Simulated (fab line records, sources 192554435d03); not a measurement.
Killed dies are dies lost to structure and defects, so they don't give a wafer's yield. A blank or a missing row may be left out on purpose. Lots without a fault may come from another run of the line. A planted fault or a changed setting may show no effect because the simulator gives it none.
fab line records | flow n5_finfet
record lots=7 wafers=21
route steps=1938 shown BEOL_M5@1142 BEOL_M7@1289 BEOL_M8@1362 BEOL_M9@1419 BEOL_M10@1496
start_h: hours from the record's first day to the start of the lot's first wafer shown | wait_h: hours since the lot's step before | " the same as in the row above | L1.1+2: a row that stands for several wafers | - no value, or no start given | * or withheld: withheld | < > ~ a bound
route shown NAME@n: a module of which the file shows steps, and the number in the route of the first | usual: mean/standard deviation of fault-free wafers | same: alike in all rows | chamber/n: place in a boat | sites: the reading at each site | _std_site: their standard deviation | _edge_site: outer sites' mean less inner sites' | radius_mm: how far each site lies from the wafer's centre | mask NAME#n: copy n | behind: the tool/chamber that last shaped the wafer | hold: why the lot was held/for how many hours/how that ended | device: the transistor (n, p or np) that didn't switch | end of line: the same wafers' tests at the end of the route | a step without rows: its recipe alone | killed: dies lost to structure and defects at the first sort, not the wafer's yield | map: a wafer's dies, x killed, . not, _ none there
set.NAME: the setting as run; set.NAME@STEP: as run at that earlier step | model.NAME: the simulator's own value behind a step, which no gauge read
lots whose settings were changed on purpose; a table a step, a row a wafer
## steps
# step N5_BEOL_M5_COAT_22
# recipe resist=CAR-EUV spin_rpm=1500 resist_thk_nm=30
# columns lot.wafer tool chamber start_h wait_h set.spin_rpm model.CAR-EUV_of_BEOL_M5_COAT_22.thk_nm
L075.1+5+6 litho_track-05 0 - - 1500 29.8
L077.3+5+6 litho_track-01 0 - - 1500 30
L080.1+6 litho_track-01 0 - - 1500 29.8
L080.5 " 0 " " 1500 30
L084.2 litho_track-01 0 - - 1384 31
L084.3+5 " 0 " " 1500 30
L085.1+2+6 litho_track-01 0 - - 1500 30
L089.3+5 litho_track-01 0 - - 1421 30.8
L089.6 " 0 " " 1500 30
L097.1+2+6 litho_track-04 0 - - 1399 31.2
# step N5_BEOL_M5_EBR_24
# recipe solvent=PGMEA ebr_width_mm=1.5
# step N5_BEOL_M5_SOFTBAKE_23
# recipe temp_c=110 time_s=60 resist=CAR-EUV
# step N5_BEOL_M5_EXPOSE_25
# recipe mask_id=V4 na=0.33 source_shape=quasar sigma_inner=0.2 sigma_outer=0.6 polarization=unpolarized defocus_nm=10 dose_mj=52.75
# step N5_BEOL_M5_PEB_26
# recipe peb_temp_c=100 peb_time_s=60 resist=CAR-EUV
# step N5_BEOL_M5_DEVELOP_27
# recipe develop_time_s=30 developer=TMAH resist=CAR-EUV rinse_liquid=surfactant_rinse dry=air_spin dev_temp_c=23
# columns lot.wafer tool chamber start_h wait_h set.spin_rpm@BEOL_M5_COAT_22 model.CAR-EUV_of_BEOL_M5_COAT_22.thk_nm
L075.1+5+6 litho_track-05 0 - - 1500 29.4
L077.3+6 litho_track-04 0 - - 1500 29.4
L077.5 " 0 " " 1500 29.6
L080.1+6 litho_track-05 0 - - 1500 29.4
L080.5 " 0 " " 1500 29.6
L084.2 litho_track-01 0 - - 1384 30.6
L084.3+5 " 0 " " 1500 29.4
L085.1+2+6 litho_track-01 0 - - 1500 29.6
L089.3+5 litho_track-04 0 - - 1421 30.4
L089.6 " 0 " " 1500 29.6
L097.1+2+6 litho_track-01 0 - - 1399 30.6
# step N5_BEOL_M5_DESCUM_33
# recipe chemistry=O2 time_s=7 source_power_w=50 bias_power_w=20 pressure_mtorr=20 rf_frequency_hz=2.712e+07 temp_c=40 resist=CAR-EUV o2_flow_sccm=225
# step N5_BEOL_M5_ETCH_75
# recipe chemistry=N2/H2 target=underlayer target_depth_a=65 mask_material=CAR-EUV time_s=5.2 ion_energy_ev=200 pressure_mtorr=30 source_w=840 bias_w=150 n2_flow_sccm=200 h2_flow_sccm=200 ends=cleared
# step N5_BEOL_M5_ETCH_67
# recipe chemistry=CF4 target=SiARC target_depth_a=156 mask_material=CAR-EUV time_s=26 ion_energy_ev=80 pressure_mtorr=40 source_w=545 bias_w=36 Ar_flow_sccm=100 cf4_flow_sccm=100 ends=cleared
# columns lot.wafer tool chamber start_h wait_h set.spin_rpm@BEOL_M5_COAT_22 model.CAR-EUV_of_BEOL_M5_COAT_22.thk_nm
L075.1+5 rie_diel-03 0,2 201.71 0.0 1500 11
L075.6 " 1 " " 1500 11.2
L077.3+6 rie_diel-01 1 211.49 0.0 1500 11.2
L077.5 " 2 " " 1500 11.4
L080.1+6 rie_diel-03 1,2 220.33 0.0 1500 11
L080.5 " 3 " " 1500 11.2
L084.2 rie_diel-01 0 258.17 0.0 1384 12.2
L084.3 " 1 " " 1500 11.2
L084.5 " 3 " " 1500 11
L085.1 rie_diel-01 2 266.56 0.0 1500 11.4
L085.2 " 3 " " 1500 11
L085.6 " 0 " " 1500 11.2
L089.3+5 rie_diel-03 1,3 295.80 0.0 1421 12
L089.6 " 2 " " 1500 11
L097.1+2 rie_diel-01 0,3 346.75 0.0 1399 12.2
L097.6 " 2 " " 1399 12.4
# step N5_BEOL_M7_COAT_71
# recipe resist=underlayer temp_c=205 time_s=60 spin_rpm=1500 resist_thk_nm=5
# columns lot.wafer tool chamber start_h wait_h set.spin_rpm
L075.1 litho_track-02 0 - - 1574
L075.5+6 " 0 " " 1500
L077.3+6 litho_track-01 0 - - 1500
L077.5 " 0 " " 1561
L080.1+5+6 litho_track-05 0 - - 1500
L084.2+5 litho_track-02 0 - - 1657
L084.3 " 0 " " 1500
L085.1+2+6 litho_track-05 0 - - 1500
L089.3+5+6 litho_track-01 0 - - 1500
L097.1+2+6 litho_track-01 0 - - 1500
# step N5_BEOL_M7_COAT_22
# recipe resist=CAR-EUV spin_rpm=1500 resist_thk_nm=30
# columns lot.wafer tool chamber start_h wait_h set.spin_rpm model.CAR-EUV_of_BEOL_M7_COAT_22.thk_nm
L075.1+5 litho_track-02 0 - - 1500 30
L075.6 " 0 " " 1640 28.6
L077.3+5 litho_track-01 0 - - 1500 30
L077.6 " 0 " " 1581 29.2
L080.1 litho_track-05 0 - - 1500 30.2
L080.5+6 " 0 " " 1500 30
L084.2+5 litho_track-02 0 - - 1336 31.8
L084.3 " 0 " " 1500 30
L085.1+6 litho_track-05 0 - - 1500 30
L085.2 " 0 " " 1379 31.2
L089.3+5 litho_track-01 0 - - 1500 29.8
L089.6 " 0 " " 1376 31.2
L097.1 litho_track-01 0 - - 1500 29.8
L097.2 " 0 " " 1500 30
L097.6 " 0 " " 1583 29.2
# step N5_BEOL_M7_EBR_24
# recipe solvent=PGMEA ebr_width_mm=1.5
# step N5_BEOL_M7_SOFTBAKE_23
# recipe temp_c=110 time_s=60 resist=CAR-EUV
# step N5_BEOL_M7_DESCUM_33
# recipe chemistry=O2 time_s=7 source_power_w=50 bias_power_w=20 pressure_mtorr=20 rf_frequency_hz=2.712e+07 temp_c=40 resist=CAR-EUV o2_flow_sccm=225
# columns lot.wafer tool chamber start_h wait_h set.spin_rpm@BEOL_M7_COAT_22 model.CAR-EUV_of_BEOL_M7_COAT_22.thk_nm
L075.1+5 rie_diel-01 1,3 226.09 0.2 1500 26
L075.6 " 2 " " 1640 24.8
L077.3+5 rie_diel-03 2,0 233.05 0.0 1500 26
L077.6 " 3 " " 1581 25.2
L080.1 rie_diel-03 2 240.68 0.0 1500 26.2
L080.5+6 " 0,1 " " 1500 26
L084.2 rie_diel-04 0 277.21 0.0 1336 28
L084.3 " 1 " " 1500 26.2
L084.5 " 3 " " 1336 27.8
L085.1+6 rie_diel-01 2,1 289.65 0.5 1500 26.2
L085.2 " 3 " " 1379 27.2
L089.3 rie_diel-03 3 318.13 0.0 1500 26
L089.5 " 3 " " 1500 25.8
L089.6 " 2 " " 1376 27.4
L097.1+2 rie_diel-04 2,1 368.83 0.0 1500 26
L097.6 " 1 " " 1583 25.2
# step N5_BEOL_M7_ETCH_72
# recipe chemistry=N2/H2 target=underlayer target_depth_a=65 mask_material=CAR-EUV time_s=5.2 ion_energy_ev=200 pressure_mtorr=30 source_w=840 bias_w=150 n2_flow_sccm=200 h2_flow_sccm=200 ends=cleared
# columns lot.wafer tool chamber start_h wait_h set.spin_rpm@BEOL_M7_COAT_71 model.etch.depth_nm
L075.1 rie_diel-01 1 226.12 0.0 1574 4.889
L075.5 " 3 " " 1500 5.007
L075.6 " 2 " " 1500 5.002
L077.3 rie_diel-03 2 233.08 0.0 1500 5.014
L077.5 " 0 " " 1561 4.931
L077.6 " 3 " " 1500 5.004
L080.1 rie_diel-03 2 240.72 0.0 1500 4.996
L080.5 " 0 " " 1500 5.001
L080.6 " 1 " " 1500 4.994
L084.2+5 rie_diel-04 0,3 277.24 0.0 1657 4.763
L084.3 " 1 " " 1500 5.01
L085.1 rie_diel-01 2 289.68 0.0 1500 5.018
L085.2 " 3 " " 1500 5.001
L085.6 " 1 " " 1500 5.003
L089.3 rie_diel-03 3 318.16 0.0 1500 5.005
L089.5 " 3 " " 1500 4.988
L089.6 " 2 " " 1500 4.997
L097.1 rie_diel-04 2 368.86 0.0 1500 4.974
L097.2 " 1 " " 1500 4.998
L097.6 " 1 " " 1500 4.994
# step N5_BEOL_M8_EXPOSE_25
# recipe mask_id=V7 na=0.33 source_shape=annular sigma_inner=0.4 sigma_outer=0.8 polarization=unpolarized target_cd_nm=40 dose_mj=42.5
# columns lot.wafer tool chamber start_h wait_h mask set.dose_mj
L075.1+5+6 euv_scanner-02 0 232.80 - V7#0 42.5
L077.3+6 euv_scanner-01 0 240.59 - V7#0 42.5
L077.5 " 0 " " V7#0 43.85
L080.1+5+6 euv_scanner-02 0 246.51 - V7#0 42.5
L084.2+5 euv_scanner-01 0 284.23 - V7#0 45.58
L084.3 " 0 " " V7#0 42.5
L085.1 euv_scanner-02 0 301.10 - V7#0 40.13
L085.2+6 " 0 " " V7#0 42.5
L089.3+6 euv_scanner-01 0 332.06 - V7#0 45.69
L089.5 " 0 " " V7#0 42.5
L097.1+6 euv_scanner-02 0 378.05 - V7#0 42.5
L097.2 " 0 " " V7#0 44.02
# step N5_BEOL_M8_PEB_26
# recipe peb_temp_c=100 peb_time_s=60 resist=CAR-EUV
# step N5_BEOL_M8_DEVELOP_27
# recipe develop_time_s=30 developer=TMAH resist=CAR-EUV rinse_liquid=surfactant_rinse dry=air_spin dev_temp_c=23
# step N5_BEOL_M8_CD_MEAS_28
# recipe target_cd_nm=40 landing_energy_ev=500 detector=se_inlens
# usual cd_nm=40.02/0.23
# columns lot.wafer tool chamber start_h wait_h set.dose_mj@BEOL_M8_EXPOSE_25 cd_nm
L075.1 cd_sem-02 0 232.93 - 42.5 39.84
L075.5 " 0 " " 42.5 39.79
L075.6 " 0 " " 42.5 39.67
L077.3 cd_sem-02 0 240.71 - 42.5 39.88
L077.5 " 0 " " 43.85 40.32
L077.6 " 0 " " 42.5 40.16
L080.1 cd_sem-01 0 246.64 - 42.5 39.79
L080.5 " 0 " " 42.5 39.77
L080.6 " 0 " " 42.5 40.21
L084.2 cd_sem-02 0 284.35 - 45.58 42.10
L084.3 " 0 " " 42.5 40.48
L084.5 " 0 " " 45.58 41.45
L085.1 cd_sem-01 0 301.23 - 40.13 38.65
L085.2 " 0 " " 42.5 40.06
L085.6 " 0 " " 42.5 39.89
L089.3 cd_sem-02 0 332.18 - 45.69 41.18
L089.5 " 0 " " 42.5 39.92
L089.6 " 0 " " 45.69 41.45
L097.1 cd_sem-03 0 378.19 - 42.5 39.59
L097.2 " 0 " " 44.02 40.90
L097.6 " 0 " " 42.5 40.07
# step N5_BEOL_M8_DESCUM_33
# recipe chemistry=O2 time_s=7 source_power_w=50 bias_power_w=20 pressure_mtorr=20 rf_frequency_hz=2.712e+07 temp_c=40 resist=CAR-EUV o2_flow_sccm=225
# columns lot.wafer tool chamber start_h wait_h set.time_s set.dose_mj@BEOL_M8_EXPOSE_25 model.BEOL_M8.cd_nm model.CAR-EUV_of_BEOL_M8_COAT_22.thk_nm
L075.1 rie_diel-05 2 233.09 0.0 7 42.5 39.8 26
L075.5 " 0 " " 7.568 42.5 39.8 25.8
L075.6 " 2 " " 7 42.5 39.6 26.2
L077.3 rie_diel-02 2 240.84 0.0 7 42.5 40 26
L077.5 " 0 " " 7 43.85 40.6 26
L077.6 " 3 " " 7 42.5 39.8 25.8
L080.1 rie_diel-05 1 246.86 0.1 7 42.5 40 26
L080.5 " 1 " " 7 42.5 40.2 26
L080.6 " 0 " " 7 42.5 39.8 25.8
L084.2 rie_diel-05 3 284.47 0.0 7 45.58 42 26.2
L084.3 " 2 " " 7 42.5 40.4 26.2
L084.5 " 3 " " 6.025 45.58 42 26.6
L085.1 rie_diel-05 0 301.35 0.0 8.212 40.13 38.6 25.6
L085.2 " 1 " " 8.212 42.5 40.2 25.8
L085.6 " 2 " " 7 42.5 40 26.2
L089.3 rie_diel-06 0 332.65 0.4 7 45.69 41.2 26.2
L089.5 " 2 " " 7.803 42.5 40 25.8
L089.6 " 3 " " 7.803 45.69 41.6 25.8
L097.1 rie_diel-02 1 378.34 0.1 5.829 42.5 39.6 26.6
L097.2 " 2 " " 5.829 44.02 40.4 26.6
L097.6 " 1 " " 7 42.5 40 26
# step N5_BEOL_M8_ETCH_72
# recipe chemistry=N2/H2 target=underlayer target_depth_a=65 mask_material=CAR-EUV time_s=5.2 ion_energy_ev=200 pressure_mtorr=30 source_w=840 bias_w=150 n2_flow_sccm=200 h2_flow_sccm=200 ends=cleared
# columns lot.wafer tool chamber start_h wait_h set.dose_mj@BEOL_M8_EXPOSE_25 set.time_s@BEOL_M8_DESCUM_33 model.BEOL_M8.cd_nm model.CAR-EUV_of_BEOL_M8_COAT_22.thk_nm
L075.1+6 rie_diel-05 2 233.14 0.0 42.5 7 39.8 20.2
L075.5 " 0 " " 42.5 7.568 39.8 20
L077.3 rie_diel-02 2 240.88 0.0 42.5 7 40 20.2
L077.5 " 0 " " 43.85 7 40.6 20.4
L077.6 " 3 " " 42.5 7 39.8 20.2
L080.1+5 rie_diel-05 1 246.91 0.0 42.5 7 40.2 20.2
L080.6 " 0 " " 42.5 7 39.8 20
L084.2 rie_diel-05 3 284.51 0.0 45.58 7 42 20.4
L084.3 " 2 " " 42.5 7 40.4 20.2
L084.5 " 3 " " 45.58 6.025 42 20.8
L085.1 rie_diel-05 0 301.39 0.0 40.13 8.212 38.6 19.6
L085.2 " 1 " " 42.5 8.212 40.4 20
L085.6 " 2 " " 42.5 7 40.2 20.2
L089.3 rie_diel-06 0 332.68 0.0 45.69 7 41.2 20.4
L089.5 " 2 " " 42.5 7.803 39.8 20
L089.6 " 3 " " 45.69 7.803 41.4 20.2
L097.1 rie_diel-02 1 378.37 0.0 42.5 5.829 39.8 20.8
L097.2 " 2 " " 44.02 5.829 40.2 20.8
L097.6 " 1 " " 42.5 7 40 20.2
# step N5_BEOL_M8_ETCH_65
# recipe chemistry=CF4 target=SiARC target_depth_a=156 mask_material=CAR-EUV time_s=26 ion_energy_ev=80 pressure_mtorr=40 source_w=545 bias_w=36 Ar_flow_sccm=100 cf4_flow_sccm=100 ends=cleared
# step N5_BEOL_M8_ETCH_66
# recipe chemistry=N2/H2 target=SOC target_depth_a=800 overetch_a=160 mask_material=SiARC temp_c=40 time_s=120 ion_energy_ev=200 pressure_mtorr=30 source_w=840 bias_w=150 n2_flow_sccm=200 h2_flow_sccm=200
# columns lot.wafer tool chamber start_h wait_h set.dose_mj@BEOL_M8_EXPOSE_25 model.BEOL_M8.cd_nm
L075.1 rie_diel-05 2 233.21 0.0 42.5 39.8
L075.5 " 0 " " 42.5 39.4
L075.6 " 2 " " 42.5 39.6
L077.3 rie_diel-02 2 240.92 0.0 42.5 39.8
L077.5 " 0 " " 43.85 40.6
L077.6 " 3 " " 42.5 40
L080.1+5 rie_diel-05 1 246.98 0.0 42.5 40
L080.6 " 0 " " 42.5 39.4
L084.2+5 rie_diel-05 3 284.55 0.0 45.58 41.6
L084.3 " 2 " " 42.5 40.2
L085.1 rie_diel-05 0 301.43 0.0 40.13 38.2
L085.2 " 1 " " 42.5 40.6
L085.6 " 2 " " 42.5 40
L089.3 rie_diel-06 0 332.73 0.0 45.69 40.8
L089.5 " 2 " " 42.5 39.4
L089.6 " 3 " " 45.69 41.6
L097.1 rie_diel-02 1 378.42 0.0 42.5 39.8
L097.2 " 2 " " 44.02 40.8
L097.6 " 1 " " 42.5 40.2
# step N5_BEOL_M9_ETCH_62
# recipe chemistry=N2/H2 target=SOC target_depth_a=1100 overetch_a=220 mask_material=SiARC temp_c=40 time_s=165 ion_energy_ev=200 pressure_mtorr=30 source_w=840 bias_w=150 n2_flow_sccm=200 h2_flow_sccm=200
# columns lot.wafer tool chamber start_h wait_h set.time_s model.SiARC_of_BEOL_M9_COAT_60.thk_nm
L075.1 rie_diel-03 2 238.94 0.0 165 23.4
L075.5 " 2 " " 150.1 24
L075.6 " 1 " " 165 23.2
L077.3 rie_diel-01 1 248.24 0.0 165 24
L077.5+6 " 0,2 " " 136.5 24.6
L080.1+5 rie_diel-01 3 256.19 0.0 165 23.2
L080.6 " 2 " " 165 23.4
L084.2 rie_diel-01 2 290.13 0.0 185.5 22.6
L084.3 " 3 " " 185.5 22.4
L084.5 " 1 " " 165 23.8
L085.1 rie_diel-03 1 307.45 0.0 196.3 22
L085.2 " 0 " " 196.3 22.6
L085.6 " 1 " " 165 23.4
L089.3+5 rie_diel-01 0,3 340.02 0.0 165 23.4
L089.6 " 0 " " 165 23.2
L097.1 rie_diel-03 3 384.65 0.0 165 23.4
L097.2+6 " 2 " " 165 23.6
# step N5_BEOL_M9_COAT_22
# recipe resist=CAR-EUV spin_rpm=1500 resist_thk_nm=30
# columns lot.wafer tool chamber start_h wait_h set.spin_rpm model.CAR-EUV_of_BEOL_M9_COAT_22.thk_nm
L075.1 litho_track-03 0 - - 1619 29
L075.5 " 0 " " 1619 28.8
L075.6 " 0 " " 1500 30.2
L077.3 litho_track-05 0 - - 1500 30
L077.5 " 0 " " 1417 30.8
L077.6 " 0 " " 1500 29.8
L080.1+5+6 litho_track-03 0 - - 1500 30
L084.2+3+5 litho_track-05 0 - - 1500 30
L085.1+2 litho_track-05 0 - - 1355 31.4
L085.6 " 0 " " 1500 29.8
L089.3 litho_track-02 0 - - 1500 30
L089.5+6 " 0 " " 1631 28.6
L097.1+6 litho_track-03 0 - - 1500 30
L097.2 " 0 " " 1668 28.4
# step N5_BEOL_M9_EBR_24
# recipe solvent=PGMEA ebr_width_mm=1.5
# step N5_BEOL_M9_SOFTBAKE_23
# recipe temp_c=110 time_s=60 resist=CAR-EUV
# step N5_BEOL_M9_EXPOSE_25
# recipe mask_id=V8 na=0.33 source_shape=annular sigma_inner=0.4 sigma_outer=0.8 polarization=unpolarized dose_mj=37.25
# step N5_BEOL_M9_PEB_26
# recipe peb_temp_c=100 peb_time_s=60 resist=CAR-EUV
# step N5_BEOL_M9_DEVELOP_27
# recipe develop_time_s=30 developer=TMAH resist=CAR-EUV rinse_liquid=surfactant_rinse dry=air_spin dev_temp_c=23
# columns lot.wafer tool chamber start_h wait_h set.spin_rpm@BEOL_M9_COAT_22 model.CAR-EUV_of_BEOL_M9_COAT_22.thk_nm
L075.1+5 litho_track-02 0 - - 1619 28.4
L075.6 " 0 " " 1500 29.6
L077.3+6 litho_track-05 0 - - 1500 29.4
L077.5 " 0 " " 1417 30.4
L080.1+5+6 litho_track-03 0 - - 1500 29.6
L084.2+3+5 litho_track-03 0 - - 1500 29.6
L085.1+2 litho_track-03 0 - - 1355 31
L085.6 " 0 " " 1500 29.4
L089.3 litho_track-03 0 - - 1500 29.4
L089.5+6 " 0 " " 1631 28.2
L097.1+6 litho_track-05 0 - - 1500 29.6
L097.2 " 0 " " 1668 28
# step N5_BEOL_M9_DESCUM_33
# recipe chemistry=O2 time_s=7 source_power_w=50 bias_power_w=20 pressure_mtorr=20 rf_frequency_hz=2.712e+07 temp_c=40 resist=CAR-EUV o2_flow_sccm=225
# step N5_BEOL_M9_ETCH_76
# recipe chemistry=N2/H2 target=underlayer target_depth_a=65 mask_material=CAR-EUV time_s=5.2 ion_energy_ev=200 pressure_mtorr=30 source_w=840 bias_w=150 n2_flow_sccm=200 h2_flow_sccm=200 ends=cleared
# columns lot.wafer tool chamber start_h wait_h set.spin_rpm@BEOL_M9_COAT_22 model.CAR-EUV_of_BEOL_M9_COAT_22.thk_nm
L075.1+5 rie_diel-04 1 240.76 0.0 1619 19.4
L075.6 " 0 " " 1500 20.4
L077.3+6 rie_diel-01 2 251.19 0.0 1500 20.4
L077.5 " 1 " " 1417 21.4
L080.1+5+6 rie_diel-01 0,1,0 257.73 0.0 1500 20.4
L084.2 rie_diel-03 1 292.00 0.0 1500 20.4
L084.3+5 " 0,2 " " 1500 20.2
L085.1+2 rie_diel-04 3,0 310.44 0.0 1355 21.8
L085.6 " 3 " " 1500 20.2
L089.3 rie_diel-04 2 340.92 0.0 1500 20.2
L089.5+6 " 3,2 " " 1631 19
L097.1 rie_diel-01 3 388.53 0.0 1500 20.2
L097.2 " 2 " " 1668 19
L097.6 " 1 " " 1500 20.6
# step N5_BEOL_M10_COAT_22
# recipe resist=CAR-ArF spin_rpm=1500 resist_thk_nm=90
# columns lot.wafer tool chamber start_h wait_h set.spin_rpm model.CAR-ArF_of_BEOL_M10_COAT_22.thk_nm
L075.1 litho_track-04 0 - - 1500 90.2
L075.5 " 0 " " 1653 86
L075.6 " 0 " " 1653 85.8
L077.3+5+6 litho_track-01 0 - - 1500 90
L080.1+6 litho_track-04 0 - - 1500 90.4
L080.5 " 0 " " 1500 90.6
L084.2 litho_track-01 0 - - 1557 88.2
L084.3 " 0 " " 1557 88.4
L084.5 " 0 " " 1500 89.8
L085.1 litho_track-05 0 - - 1500 90
L085.2 " 0 " " 1422 92.6
L085.6 " 0 " " 1500 90.4
L089.3 litho_track-05 0 - - 1434 91.6
L089.5 " 0 " " 1500 89.8
L089.6 " 0 " " 1434 92
L097.1+2 litho_track-05 0 - - 1500 89.8
L097.6 " 0 " " 1500 90
## key
split step=N5_BEOL_M5_COAT_22 setting=spin_rpm stated=1500 by=wafer
response step=N5_BEOL_M5_COAT_22 reading=model.CAR-EUV_of_BEOL_M5_COAT_22.thk_nm change=-0.136 per=1% r=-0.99
response step=N5_BEOL_M5_DEVELOP_27 reading=model.CAR-EUV_of_BEOL_M5_COAT_22.thk_nm change=-0.154 per=1% r=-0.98
response step=N5_BEOL_M5_ETCH_67 reading=model.CAR-EUV_of_BEOL_M5_COAT_22.thk_nm change=-0.157 per=1% r=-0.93
split step=N5_BEOL_M7_COAT_71 setting=spin_rpm stated=1500 by=wafer
response step=N5_BEOL_M7_ETCH_72 reading=model.etch.depth_nm change=-0.0231 per=1% r=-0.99
split step=N5_BEOL_M7_COAT_22 setting=spin_rpm stated=1500 by=wafer
response step=N5_BEOL_M7_COAT_22 reading=model.CAR-EUV_of_BEOL_M7_COAT_22.thk_nm change=-0.156 per=1% r=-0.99
response step=N5_BEOL_M7_DESCUM_33 reading=model.CAR-EUV_of_BEOL_M7_COAT_22.thk_nm change=-0.148 per=1% r=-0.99
split step=N5_BEOL_M8_EXPOSE_25 setting=dose_mj stated=42.5 by=wafer
response step=N5_BEOL_M8_CD_MEAS_28 reading=cd_nm change=+0.197 per=1% r=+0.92
response step=N5_BEOL_M8_DESCUM_33 reading=model.BEOL_M8.cd_nm change=+0.214 per=1% r=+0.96
response step=N5_BEOL_M8_ETCH_72 reading=model.BEOL_M8.cd_nm change=+0.219 per=1% r=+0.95
response step=N5_BEOL_M8_ETCH_66 reading=model.BEOL_M8.cd_nm change=+0.248 per=1% r=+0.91
split step=N5_BEOL_M8_DESCUM_33 setting=time_s stated=7 by=wafer
response step=N5_BEOL_M8_DESCUM_33 reading=model.CAR-EUV_of_BEOL_M8_COAT_22.thk_nm change=-0.0322 per=1% r=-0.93
response step=N5_BEOL_M8_ETCH_72 reading=model.CAR-EUV_of_BEOL_M8_COAT_22.thk_nm change=-0.0299 per=1% r=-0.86
split step=N5_BEOL_M9_ETCH_62 setting=time_s stated=165 by=wafer
response step=N5_BEOL_M9_ETCH_62 reading=model.SiARC_of_BEOL_M9_COAT_60.thk_nm change=-0.0601 per=1% r=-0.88
split step=N5_BEOL_M9_COAT_22 setting=spin_rpm stated=1500 by=wafer
response step=N5_BEOL_M9_COAT_22 reading=model.CAR-EUV_of_BEOL_M9_COAT_22.thk_nm change=-0.157 per=1% r=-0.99
response step=N5_BEOL_M9_DEVELOP_27 reading=model.CAR-EUV_of_BEOL_M9_COAT_22.thk_nm change=-0.152 per=1% r=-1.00
response step=N5_BEOL_M9_ETCH_76 reading=model.CAR-EUV_of_BEOL_M9_COAT_22.thk_nm change=-0.142 per=1% r=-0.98
split step=N5_BEOL_M10_COAT_22 setting=spin_rpm stated=1500 by=wafer
response step=N5_BEOL_M10_COAT_22 reading=model.CAR-ArF_of_BEOL_M10_COAT_22.thk_nm change=-0.43 per=1% r=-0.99
